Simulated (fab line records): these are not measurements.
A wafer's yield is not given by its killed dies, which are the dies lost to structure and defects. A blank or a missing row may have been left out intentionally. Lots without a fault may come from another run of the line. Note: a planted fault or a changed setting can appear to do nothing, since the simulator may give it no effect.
The tool behind it: which one? -- flow nand-harc -- Sampling: 14 lots, 40 wafers, 5 of 1302 route steps

== WHAT THE GAUGES READ, wafer by wafer ==
NHARC_A_M1_THK_MEAS_24: measures by xrf. Usual: 154.0 nm for thk-nm, sd 1.8.
lot,measured,on,thk-nm (nm),flag
L548,day 23 08:35,film-metro-01,151.5 153.1 157.0,
L549,day 24 07:04,film-metro-01,154.5 151.9 153.8,
L551,day 24 23:28,film-metro-01,154.1 155.5 155.0,
L550,day 24 15:47,film-metro-01,155.4 152.1 152.5,
L552,day 25 15:35,film-metro-01,153.6 149.6 155.0,
L553,day 25 12:40,film-metro-02,153.5 151.1 154.4,
L554,day 26 01:01,film-metro-01,153.2 155.0 153.9,
L555,day 26 16:35,film-metro-02,154.6 155.5 155.3,
L556,day 27 11:24,film-metro-01,156.5 157.0 155.9,
L557,day 27 23:25,film-metro-01,153.4 151.7 154.5,
L559,day 27 09:02,film-metro-02,156.7 156.4 155.7,
L560,day 28 17:18,film-metro-02,154.3,
L570,day 33 08:05,film-metro-02,151.9 150.7 152.0,

NHARC_END_SORT_01. Usual: defect-limited-yield is 91.1 % with standard deviation 2.8, killed-at-array is 55 with standard deviation 19, killed-at-other is 0.9 with standard deviation 1.4, killed-at-periphery is 3.8 with standard deviation 2.9, killed-dies is 60 with standard deviation 19, killed-open is 3.3 with standard deviation 1.8, and killed-short is 2.6 with standard deviation 1.6.
lot,measured,on,defect-limited-yield (%),killed-at-array,killed-at-other,killed-at-periphery,killed-dies,killed-open,killed-short,flag
L560,day 30 02:23,prober-02,0 92.6,55 48,1 0,621 2,677 50,3 0,4 1,OFF
L562,day 30 07:22,prober-01,0 0,58 58,0 1,619 618,677 677,4 3,4 3,OFF

== TOOL THAT RAN EACH LOT (tool first, then ch and the chambers of the sampled wafers, then the start) ==
lot,NHARC_P_M0_PVD_21,NHARC_A_M1_DEP_33,NHARC_A_BONDPAD_CMP_29
L548,"pvd-sputter-02, day 6 13:33","pecvd-02 ch 0,1,2, day 23 08:56","cmp-02 ch 1,2, day 23 09:53"
L549,"pvd-sputter-02, day 6 22:57","pecvd-02 ch 1,2, day 24 07:22","cmp-04 ch 0,1, day 24 08:19"
L551,"pvd-sputter-02, day 7 15:33","pecvd-04 ch 0,2, day 24 23:56","cmp-04 ch 1,2, day 25 01:02"
L550,"pvd-sputter-03, day 7 16:01","pecvd-02 ch 0,2, day 24 16:05","cmp-02 ch 1,2,3, day 24 17:04"
L552,"pvd-sputter-02, day 8 06:46","pecvd-03 ch 0,1,2, day 25 15:53","cmp-04 ch 0,1,2, day 25 16:51"
L553,"pvd-sputter-01, day 8 18:00","pecvd-04 ch 0,1,2, day 25 12:59","cmp-02 ch 0,2, day 25 13:56"
L554,"pvd-sputter-01, day 9 02:34","pecvd-03 ch 0,1,2, day 26 01:22","cmp-04 ch 0,1,3, day 26 02:20"
L555,"pvd-sputter-01, day 9 13:52","pecvd-03 ch 0,2, day 26 16:53","cmp-04 ch 1,3, day 26 17:51"
L556,"pvd-sputter-02, day 10 07:43","pecvd-02 ch 1,2, day 27 11:42","cmp-02 ch 0,2,3, day 27 12:51"
L557,"pvd-sputter-03, day 10 13:41","pecvd-03 ch 0,1,2, day 27 23:45","cmp-03 ch 0,2, day 28 00:40"
L559,"pvd-sputter-03, day 10 23:52","pecvd-02 ch 0,1,2, day 27 09:25","cmp-02 ch 0,2,3, day 27 10:22"
L560,"pvd-sputter-03, day 11 09:20","pecvd-02 ch 0, day 28 17:49","cmp-02 ch 2, day 28 18:34"
L562,"pvd-sputter-03, day 12 03:08",-,-
L570,"pvd-sputter-01, day 16 00:23","pecvd-04 ch 1,2, day 33 08:26","cmp-03 ch 0,1,3, day 33 09:34"
- NHARC_P_M0_PVD_21: deposits Cu, target thk 30 nm, time 20.49 s.
- NHARC_A_M1_DEP_33: deposits SiCN, target thk 30 nm.
- NHARC_A_BONDPAD_CMP_29: polishes SiCN, target thk 200 nm.

== WHAT THE TOOLS THEMSELVES READ (means of the sampled wafers that have a number; where no wafer has one, the mark that the record gives instead) ==
NHARC_P_M0_PVD_21. Usual: 30.3 % for throttle-valve-pct, sd 0.93.
lot,tool,throttle-valve-pct (%),flag
L548,pvd-sputter-02,29.3,
L549,pvd-sputter-02,31.2,
L551,pvd-sputter-02,29.8,
L550,pvd-sputter-03,30.4,
L552,pvd-sputter-02,30.7,
L553,pvd-sputter-01,30.3,
L554,pvd-sputter-01,30.1,
L555,pvd-sputter-01,29.9,
L556,pvd-sputter-02,29.8,
L557,pvd-sputter-03,30.5,
L559,pvd-sputter-03,30.6,
L560,pvd-sputter-03,30.4,
L562,pvd-sputter-03,30.1,
L570,pvd-sputter-01,29.8,

NHARC_A_M1_DEP_33. Usual: heater-power-w 544 W, standard deviation 77; susceptor-temp-C 370.03 C, standard deviation 0.2.
lot,tool,heater-power-w (W),susceptor-temp-C (C),flag
L548,pecvd-02,502,370.03,
L549,pecvd-02,506,369.98,
L551,pecvd-04,603,370.00,
L550,pecvd-02,456,370.01,
L552,pecvd-03,599,370.13,
L553,pecvd-04,555,370.08,
L554,pecvd-03,582,370.08,
L555,pecvd-03,644,369.82,
L556,pecvd-02,527,370.05,
L557,pecvd-03,578,370.15,
L559,pecvd-02,520,369.96,
L560,pecvd-02,549,370.04,
L570,pecvd-04,563,370.13,

NHARC_A_BONDPAD_CMP_29. Usual: motor-current-A 12.4 A, standard deviation 1.5; retaining-ring-pressure-frac 1.001, standard deviation 0.0051.
lot,tool,motor-current-A (A),retaining-ring-pressure-frac,flag
L548,cmp-02,10.9,0.997,
L549,cmp-04,12.8,1.005,
L551,cmp-04,13.2,1.002,
L550,cmp-02,11.8,0.994,
L552,cmp-04,13.1,1.004,
L553,cmp-02,12.6,1.005,
L554,cmp-04,13.5,1.004,
L555,cmp-04,13.9,0.995,
L556,cmp-02,13.3,1.004,
L557,cmp-03,10.9,0.998,
L559,cmp-02,12.6,1.002,
L560,cmp-02,11.3,1.003,
L570,cmp-03,11.3,1.002,

== THE ANSWER, worked out from the rows above alone ==
Rule: lot off if the mean of its wafers having a number is beyond 3 standard deviations from the usual mean. Also off: a lot with no number at a reading for which 4 or more lots have one. The other lots that the step has rows for count as sound. First the gauges in route order, then the tools' own readings, where a lot's mean is used as printed above. At the first step where some lot is off, the reading lying furthest off is the one used; lots without a number count as furthest.
Off at NHARC_END_SORT_01 (killed-at-periphery): L560, L562. Neither off nor sound, because the step has no rows for them: L548, L549, L551, L550, L552, L553, L554, L555, L556, L557, L559, L570.
If a tool, at a process step before that reading, ran all the lots that are off and no sound lot after the first of them, it fits. Gauges at NHARC_END_SORT_01: tried the same way as those tools. One fits: NHARC_P_M0_PVD_21 on pvd-sputter-03. It ran no sound lot before its first lot that is off in this sample, so the start can't be narrowed down.

== WHAT WAS PUT IN BY THE SIMULATOR ==
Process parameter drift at NHARC_P_M0_PVD_21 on pvd-sputter-03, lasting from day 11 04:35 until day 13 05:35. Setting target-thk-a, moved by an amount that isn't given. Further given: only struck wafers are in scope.
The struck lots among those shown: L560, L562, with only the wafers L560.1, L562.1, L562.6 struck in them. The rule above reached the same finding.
